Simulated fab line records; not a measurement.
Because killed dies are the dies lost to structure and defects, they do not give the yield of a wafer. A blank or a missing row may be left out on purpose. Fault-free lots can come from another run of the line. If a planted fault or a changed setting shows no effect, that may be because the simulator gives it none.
Matching of chambers + flow nand-harc + NHARC_A_CHANNEL_HOLE_D2_ETCH_34 on rie-diel-05: 4 sister chambers
The step etches the open film in CF4/CHF3, target depth 154 nm, time 77 s. 14 wafers are shown with their chamber, then 7 later ones without.

## EACH WAFER AND ITS CHAMBER
| wafer  | chamber | drypump-motor-current-A (A) | rf-vpp-V (V) | throttle-valve-pct (%) |
|--------|---------|-----------------------------|--------------|------------------------|
| L577.2 | 1       | 5.71                        | 368.2        | 16.800                 |
| L577.4 | 0       | 5.54                        | 373.6        | 16.799                 |
| L577.5 | 0       | 5.54                        | 374.9        | 16.795                 |
| L579.3 | 2       | 6.12                        | 372.3        | 16.811                 |
| L579.5 | 2       | 6.17                        | 371.5        | 16.789                 |
| L579.6 | 1       | 5.74                        | 368.7        | 16.805                 |
| L588.3 | 3       | 6.32                        | 369.6        | 16.788                 |
| L588.5 | 0       | 5.53                        | 373.0        | 16.800                 |
| L588.6 | 1       | 5.71                        | 368.0        | 16.800                 |
| L591.1 | 1       | 5.72                        | 369.0        | 16.801                 |
| L591.2 | 2       | 6.14                        | 371.4        | 16.828                 |
| L591.5 | 0       | 5.52                        | 374.9        | 16.803                 |
| L594.1 | 1       | 5.72                        | 367.6        | 16.801                 |
| L594.3 | 3       | 6.35                        | 369.1        | 16.794                 |

SIGNATURES (means of the wafers above)
| reading                 | chamber 0 | chamber 1 | chamber 2 | chamber 3 | scatter within a chamber |
|-------------------------|-----------|-----------|-----------|-----------|--------------------------|
| drypump-motor-current-A | 5.5325    | 5.7200    | 6.1433    | 6.3350    | 0.0161                   |
| rf-vpp-V                | 374.100   | 368.300   | 371.733   | 369.350   | 0.678                    |
| throttle-valve-pct      | 16.79925  | 16.80140  | 16.80933  | 16.79100  | 0.00912                  |
Rule: a wafer lies at a distance from a chamber equal to the root of the sum of squares, over the readings, of (its reading less the chamber's mean, divided by the reading's scatter). If the next closest chamber is less than 2 further off than the closest, the wafer can't be placed; otherwise it belongs to the closest. How the scatter is found: for the shown wafers, subtract from each reading the mean of its chamber, square and add these, divide the total by (wafers less chambers), then take the root.

## WAFERS WITHOUT THEIR CHAMBER
| wafer  | drypump-motor-current-A (A) | rf-vpp-V (V) | throttle-valve-pct (%) |
|--------|-----------------------------|--------------|------------------------|
| L594.4 | 5.53                        | 372.8        | 16.803                 |
| L595.1 | 5.54                        | 373.4        | 16.810                 |
| L595.4 | 5.71                        | 368.7        | 16.795                 |
| L595.6 | 6.14                        | 372.7        | 16.801                 |
| L596.1 | 5.56                        | 373.0        | 16.808                 |
| L596.2 | 5.75                        | 367.5        | 16.798                 |
| L596.5 | 6.13                        | 372.6        | 16.804                 |

## CHAMBER TAKEN BY EACH
| wafer  | from the rows above | in truth |
|--------|---------------------|----------|
| L594.4 | 0                   | 0        |
| L595.1 | 0                   | 0        |
| L595.4 | 1                   | 1        |
| L595.6 | 2                   | 2        |
| L596.1 | 0                   | 0        |
| L596.2 | 1                   | 1        |
| L596.5 | 2                   | 2        |
Placed correctly: 7 of 7. Can't be placed from these rows: 0. Wrongly placed: 0.
